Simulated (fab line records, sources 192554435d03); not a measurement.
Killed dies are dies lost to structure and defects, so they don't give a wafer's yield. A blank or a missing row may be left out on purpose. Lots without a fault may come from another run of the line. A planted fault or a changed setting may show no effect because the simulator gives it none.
Which tool did it? | flow n5_finfet | 22 lots, 66 wafers sampled, at 5 steps of a route of 1938

WHAT THE GAUGES READ, wafer by wafer
N5_BEOL_M8_CD_MEAS_28: target cd 40 nm. Usual: cd_nm 39.92 nm, standard deviation 0.26.
lot  | measured     | on        | cd_nm (nm)        | flag
L074 | day 9 16:43  | cd_sem-03 | 39.85 40.47 39.65 |
L075 | day 9 19:58  | cd_sem-02 | 39.96 39.92 40.08 |
L076 | day 9 20:08  | cd_sem-01 | 40.27 40.04 40.34 |
L077 | day 10 00:20 | cd_sem-02 | 40.20 40.05 39.87 |
L078 | day 10 15:23 | cd_sem-03 | 40.26 39.80 40.32 |
L079 | day 11 01:27 | cd_sem-02 | 39.95 40.13 39.87 |
L081 | day 11 13:55 | cd_sem-03 | 39.80 39.62 40.16 |
L082 | day 11 20:58 | cd_sem-03 | 40.17 40.49 39.51 |
L083 | day 12 01:59 | cd_sem-03 | 40.17 40.03 40.27 |
L085 | day 12 11:17 | cd_sem-01 | 39.43 40.12 39.78 |
L084 | day 12 11:23 | cd_sem-03 | 39.12 39.65 39.46 |
L086 | day 12 20:55 | cd_sem-03 | 40.15 40.30 39.68 |
L087 | day 13 05:18 | cd_sem-03 | 40.13 39.95 39.76 |
L089 | day 13 16:20 | cd_sem-03 | 39.93 39.99 39.79 |
L091 | day 13 18:11 | cd_sem-02 | 39.65 39.62 39.82 |
L090 | day 13 18:32 | cd_sem-03 | 39.74 40.05 40.12 |
L088 | day 14 04:17 | cd_sem-01 | 39.20 40.02 39.88 |
L092 | day 14 07:13 | cd_sem-03 | 40.07 40.01 39.89 |
L094 | day 15 03:56 | cd_sem-02 | 39.48 39.94 40.23 |
L093 | day 15 16:04 | cd_sem-01 | 39.92 39.92 39.65 |
L096 | day 15 21:47 | cd_sem-02 | 39.67 40.05 39.70 |
L097 | day 16 15:32 | cd_sem-03 | 39.69 39.87 39.55 |

N5_BEOL_M10_INSPECT_30: inspects for defects (brightfield). Usual: raw_defect_count 398, standard deviation 84.
lot  | measured     | on                | raw_defect_count | flag
L074 | day 10 11:56 | defect_inspect-02 | 316 729 597      |
L075 | day 10 16:19 | defect_inspect-02 | 452 283 388      |
L076 | day 10 16:31 | defect_inspect-02 | 413 377 409      |
L077 | day 10 22:02 | defect_inspect-01 | 389 484 411      |
L078 | day 11 10:33 | defect_inspect-02 | 414 335 348      |
L079 | day 11 16:56 | defect_inspect-01 | 506 506 434      |
L081 | day 12 03:57 | defect_inspect-02 | 410 342 432      |
L082 | day 12 11:23 | defect_inspect-02 | 416 379 342      |
L083 | day 12 21:05 | defect_inspect-02 | 500 583 470      |
L085 | day 13 05:30 | defect_inspect-01 | 344 448 342      |
L084 | day 13 05:20 | defect_inspect-02 | 544 421 388      |
L086 | day 13 15:58 | defect_inspect-01 | 334 359 429      |
L087 | day 13 18:46 | defect_inspect-02 | 302 314 203      |
L089 | day 14 07:03 | defect_inspect-02 | 277 422 281      |
L091 | day 14 12:15 | defect_inspect-01 | 383 332 433      |
L090 | day 14 12:25 | defect_inspect-01 | 371 423 403      |
L088 | day 14 23:47 | defect_inspect-01 | 374 431 408      |
L092 | day 15 03:49 | defect_inspect-02 | 458 242 361      |
L094 | day 15 21:35 | defect_inspect-02 | 517 518 558      |
L093 | day 16 08:55 | defect_inspect-02 | 379 399 362      |
L096 | day 16 13:32 | defect_inspect-02 | 554 463 422      |
L097 | day 17 08:29 | defect_inspect-02 | 443 297 371      |

WHICH TOOL RAN EACH LOT (tool, then ch and the chambers of the sampled wafers, then the start)
lot  | N5_BEOL_M8_CMP_52             | N5_BEOL_M10_ETCH_61                | N5_BEOL_M10_HM_OPEN_17
L074 | cmp-02 ch 1,3, day 9 18:58    | rie_diel-06 ch 0,1, day 10 07:45   | rie_metal-03 ch 0,1, day 10 07:59
L075 | cmp-02 ch 2,3, day 9 22:22    | rie_diel-02 ch 0,3, day 10 13:15   | rie_metal-02 ch 0,1, day 10 13:29
L076 | cmp-04 ch 0,1,2, day 9 23:43  | rie_diel-06 ch 0,3, day 10 13:05   | rie_metal-01 ch 1, day 10 13:20
L077 | cmp-04 ch 2,3, day 10 04:49   | rie_diel-02 ch 0,3, day 10 17:53   | rie_metal-02 ch 0,1, day 10 18:07
L078 | cmp-02 ch 1,2,3, day 10 18:49 | rie_diel-01 ch 2,3, day 11 07:59   | rie_metal-02 ch 0,1, day 11 08:16
L079 | cmp-04 ch 0,1,3, day 11 04:04 | rie_diel-02 ch 0,2,3, day 11 15:16 | rie_metal-03 ch 0,1, day 11 15:31
L081 | cmp-01 ch 1,3, day 11 16:31   | rie_diel-01 ch 1,3, day 12 02:57   | rie_metal-03 ch 1, day 12 03:11
L082 | cmp-02 ch 1,2, day 11 23:12   | rie_diel-01 ch 1,2, day 12 09:11   | rie_metal-03 ch 1, day 12 09:25
L083 | cmp-04 ch 0,1,3, day 12 04:49 | rie_diel-02 ch 0,2, day 12 17:47   | rie_metal-02 ch 0,1, day 12 18:02
L085 | cmp-01 ch 0,1, day 12 13:43   | rie_diel-02 ch 1,2, day 13 03:17   | rie_metal-03 ch 1, day 13 03:33
L084 | cmp-04 ch 0,1,2, day 12 14:43 | rie_diel-01 ch 0,1,2, day 13 04:28 | rie_metal-02 ch 0,1, day 13 04:42
L086 | cmp-01 ch 0,1, day 13 02:14   | rie_diel-06 ch 1,2,3, day 13 14:10 | rie_metal-01 ch 0,1, day 13 14:27
L087 | cmp-02 ch 0,3, day 13 08:29   | rie_diel-06 ch 1,2,3, day 13 17:53 | rie_metal-03 ch 0,1, day 13 18:07
L089 | cmp-04 ch 0,3, day 13 19:34   | rie_diel-06 ch 2,3, day 14 06:01   | rie_metal-02 ch 0,1, day 14 06:15
L091 | cmp-01 ch 1,2, day 13 22:37   | rie_diel-06 ch 0,3, day 14 10:25   | rie_metal-03 ch 0,1, day 14 10:39
L090 | cmp-04 ch 1,2,3, day 13 22:56 | rie_diel-06 ch 0,1,2, day 14 10:42 | rie_metal-01 ch 0,1, day 14 10:56
L088 | cmp-01 ch 2,3, day 14 07:30   | rie_diel-06 ch 0,3, day 14 18:44   | rie_metal-01 ch 0,1, day 14 18:58
L092 | cmp-04 ch 0,1,2, day 14 11:26 | rie_diel-01 ch 1,2,3, day 15 00:26 | rie_metal-01 ch 0, day 15 00:40
L094 | cmp-04 ch 0,2,3, day 15 07:29 | rie_diel-06 ch 1,2,3, day 15 19:46 | rie_metal-03 ch 0, day 15 20:00
L093 | cmp-02 ch 1,2, day 15 18:58   | rie_diel-01 ch 0,1,2, day 16 07:11 | rie_metal-03 ch 0,1, day 16 07:26
L096 | cmp-02 ch 1,2,3, day 16 00:50 | rie_diel-01 ch 2,3, day 16 10:13   | rie_metal-02 ch 0,1, day 16 10:27
L097 | cmp-02 ch 0,2,3, day 16 21:12 | rie_diel-02 ch 2,3, day 17 07:28   | rie_metal-03 ch 0,1, day 17 07:42
- N5_BEOL_M8_CMP_52: polishes, stops on SiCOH lowk, t overpolish 6.9 s, target thk 80 nm.
- N5_BEOL_M10_ETCH_61: etches SiARC in CF4, target depth 39 nm, time 65 s.
- N5_BEOL_M10_HM_OPEN_17: chemistry Cl2/BCl3, target TiN, target depth 20 nm, overetch 6 nm.

WHAT THE TOOLS THEMSELVES READ (means of the sampled wafers that have a number; where no wafer has one, the mark that the record gives instead)
N5_BEOL_M8_CMP_52. Usual: barrier_field_endpoint_s 29.0 s, standard deviation 0.84; motor_current_A 5.9 A, standard deviation 0.54; overpolish_run_s 6.901 s, standard deviation 0.0092; slurry_filter_dp_kPa 13.49 kPa, standard deviation 0.15; time_to_endpoint_s 63 s, standard deviation 3.5.
lot  | tool   | barrier_field_endpoint_s (s) | motor_current_A (A) | overpolish_run_s (s) | slurry_filter_dp_kPa (kPa) | time_to_endpoint_s (s) | flag
L074 | cmp-02 | 28.9                         | 5.8                 | 6.898                | 13.52                      | 61                     |
L075 | cmp-02 | 28.9                         | 5.8                 | 6.892                | 13.56                      | 59                     |
L076 | cmp-04 | 29.6                         | 5.6                 | 6.901                | 13.39                      | 67                     |
L077 | cmp-04 | 29.5                         | 6.3                 | 6.910                | 13.54                      | 64                     |
L078 | cmp-02 | 29.3                         | 5.9                 | 6.904                | 13.48                      | 63                     |
L079 | cmp-04 | 29.7                         | 5.9                 | 6.896                | 13.53                      | 65                     |
L081 | cmp-01 | 30.0                         | 5.8                 | 6.903                | 13.35                      | 67                     |
L082 | cmp-02 | 29.5                         | 6.1                 | 6.903                | 13.57                      | 65                     |
L083 | cmp-04 | 28.7                         | 5.8                 | 6.902                | 13.42                      | 65                     |
L085 | cmp-01 | 29.2                         | 5.7                 | 6.900                | 13.64                      | 63                     |
L084 | cmp-04 | 29.5                         | 5.7                 | 6.907                | 13.45                      | 64                     |
L086 | cmp-01 | 28.8                         | 5.9                 | 6.911                | 13.53                      | 64                     |
L087 | cmp-02 | 27.2                         | 5.5                 | 6.896                | 13.56                      | 56                     |
L089 | cmp-04 | 28.9                         | 6.4                 | 6.892                | 13.45                      | 62                     |
L091 | cmp-01 | 29.0                         | 5.5                 | 6.905                | 13.60                      | 62                     |
L090 | cmp-04 | 29.2                         | 5.8                 | 6.896                | 13.49                      | 65                     |
L088 | cmp-01 | 29.6                         | 6.3                 | 6.904                | 13.39                      | 67                     |
L092 | cmp-04 | 29.1                         | 5.4                 | 6.905                | 13.39                      | 63                     |
L094 | cmp-04 | 28.3                         | 6.1                 | 6.896                | 13.43                      | 65                     |
L093 | cmp-02 | 28.7                         | 6.4                 | 6.903                | 13.52                      | 58                     |
L096 | cmp-02 | 27.5                         | 5.9                 | 6.898                | 13.34                      | 58                     |
L097 | cmp-02 | 29.0                         | 5.8                 | 6.899                | 13.53                      | 61                     |

N5_BEOL_M10_ETCH_61. Usual: bias_w 36.01 W, standard deviation 0.11; drypump_motor_current_A 5.7 A, standard deviation 0.52; etch_rf_on_time_s 64.8 s, standard deviation 1.6; oes_product_au 0.70 a.u., standard deviation 0.065; rf_vpp_V 183.9 V, standard deviation 1.2; showerhead_plenum_p_Torr 2.14 Torr, standard deviation 0.074; throttle_valve_pct 15.52 %, standard deviation 0.22.
lot  | tool        | bias_w (W) | drypump_motor_current_A (A) | etch_rf_on_time_s (s) | oes_product_au (a.u.) | rf_vpp_V (V) | showerhead_plenum_p_Torr (Torr) | throttle_valve_pct (%) | flag
L074 | rie_diel-06 | 36.05      | 5.1                         | 64.9                  | 0.72                  | 184.7        | 2.19                            | 15.42                  |
L075 | rie_diel-02 | 36.02      | 5.9                         | 65.5                  | 0.60                  | 183.2        | 2.03                            | 15.65                  |
L076 | rie_diel-06 | 35.96      | 5.4                         | 63.1                  | 0.78                  | 184.3        | 2.15                            | 15.25                  |
L077 | rie_diel-02 | 36.05      | 5.9                         | 65.1                  | 0.60                  | 182.5        | 2.03                            | 15.66                  |
L078 | rie_diel-01 | 35.98      | 5.8                         | 64.0                  | 0.76                  | 182.9        | 2.11                            | 15.48                  |
L079 | rie_diel-02 | 36.02      | 5.8                         | 65.4                  | 0.64                  | 184.3        | 2.11                            | 15.58                  |
L081 | rie_diel-01 | 35.95      | 6.3                         | 63.7                  | 0.75                  | 183.6        | 2.10                            | 15.65                  |
L082 | rie_diel-01 | 35.96      | 5.7                         | 64.3                  | 0.77                  | 183.7        | 2.10                            | 15.30                  |
L083 | rie_diel-02 | 36.01      | 5.5                         | 65.0                  | 0.65                  | 183.3        | 2.11                            | 15.67                  |
L085 | rie_diel-02 | 36.03      | 5.4                         | 68.1                  | 0.77                  | 185.4        | 2.27                            | 15.40                  |
L084 | rie_diel-01 | 35.96      | 5.9                         | 65.0                  | 0.72                  | 183.6        | 2.11                            | 15.50                  |
L086 | rie_diel-06 | 36.01      | 5.2                         | 65.0                  | 0.69                  | 184.5        | 2.13                            | 15.53                  |
L087 | rie_diel-06 | 35.95      | 5.2                         | 64.4                  | 0.69                  | 184.3        | 2.13                            | 15.54                  |
L089 | rie_diel-06 | 35.91      | 5.4                         | 64.3                  | 0.70                  | 183.3        | 2.13                            | 15.66                  |
L091 | rie_diel-06 | 36.03      | 5.4                         | 63.1                  | 0.74                  | 183.8        | 2.14                            | 15.31                  |
L090 | rie_diel-06 | 36.14      | 5.3                         | 65.0                  | 0.69                  | 185.1        | 2.18                            | 15.60                  |
L088 | rie_diel-06 | 35.92      | 5.4                         | 62.9                  | 0.74                  | 183.8        | 2.14                            | 15.32                  |
L092 | rie_diel-01 | 36.00      | 6.0                         | 63.3                  | 0.73                  | 184.6        | 2.09                            | 15.53                  |
L094 | rie_diel-06 | 36.07      | 5.2                         | 64.0                  | 0.68                  | 183.4        | 2.12                            | 15.56                  |
L093 | rie_diel-01 | 36.05      | 5.9                         | 66.1                  | 0.68                  | 183.4        | 2.10                            | 15.55                  |
L096 | rie_diel-01 | 36.09      | 5.8                         | 64.2                  | 0.71                  | 182.5        | 2.09                            | 15.55                  |
L097 | rie_diel-02 | 36.03      | 5.8                         | 65.0                  | 0.73                  | 184.0        | 2.26                            | 15.41                  |

N5_BEOL_M10_HM_OPEN_17. Usual: bias_w 125.9 W, standard deviation 0.34; drypump_motor_current_A 5.8 A, standard deviation 0.36; oes_product_au 0.68 a.u., standard deviation 0.081; throttle_valve_pct 22.17 %, standard deviation 0.17.
lot  | tool         | bias_w (W) | drypump_motor_current_A (A) | oes_product_au (a.u.) | throttle_valve_pct (%) | flag
L074 | rie_metal-03 | 126.0      | 5.9                         | 0.76                  | 22.25                  |
L075 | rie_metal-02 | 126.2      | 5.6                         | 0.63                  | 22.10                  |
L076 | rie_metal-01 | 125.8      | 6.3                         | 0.56                  | 22.06                  |
L077 | rie_metal-02 | 125.7      | 5.6                         | 0.63                  | 22.11                  |
L078 | rie_metal-02 | 125.7      | 5.6                         | 0.62                  | 22.11                  |
L079 | rie_metal-03 | 125.9      | 6.0                         | 0.69                  | 22.26                  |
L081 | rie_metal-03 | 125.8      | 5.8                         | 0.76                  | 22.26                  |
L082 | rie_metal-03 | 125.8      | 5.7                         | 0.76                  | 22.26                  |
L083 | rie_metal-02 | 126.2      | 5.4                         | 0.66                  | 22.25                  |
L085 | rie_metal-03 | 125.9      | 5.7                         | 0.76                  | 22.24                  |
L084 | rie_metal-02 | 125.7      | 5.5                         | 0.65                  | 22.25                  |
L086 | rie_metal-01 | 125.9      | 5.6                         | 0.70                  | 21.95                  |
L087 | rie_metal-03 | 126.2      | 6.0                         | 0.68                  | 22.27                  |
L089 | rie_metal-02 | 126.0      | 5.4                         | 0.65                  | 22.25                  |
L091 | rie_metal-03 | 125.5      | 5.9                         | 0.70                  | 22.29                  |
L090 | rie_metal-01 | 126.0      | 5.6                         | 0.69                  | 21.95                  |
L088 | rie_metal-01 | 125.2      | 5.7                         | 0.68                  | 21.96                  |
L092 | rie_metal-01 | 126.2      | 5.3                         | 0.75                  | 21.89                  |
L094 | rie_metal-03 | 126.3      | 6.2                         | 0.63                  | 22.30                  |
L093 | rie_metal-03 | 126.0      | 5.9                         | 0.69                  | 22.29                  |
L096 | rie_metal-02 | 126.0      | 5.4                         | 0.65                  | 22.25                  |
L097 | rie_metal-03 | 125.6      | 5.9                         | 0.68                  | 22.30                  |

THE ANSWER, worked out from the rows above alone
Rule: a lot is off if the mean of its wafers that have a number lies more than 3 standard deviations from the usual mean. A lot without any number at a reading at which 4 lots or more have one is off too. The other lots that the step has rows for count as sound. The gauges are gone through in route order, then the tools' own readings, and for those a lot's mean is taken as printed above. The first step at which some lot is off is used, and at that step the reading that is off furthest; a lot without a number counts as furthest.
No lot is off at any reading shown: from this, nothing can be told.

WHAT THE SIMULATOR HAD PUT IN
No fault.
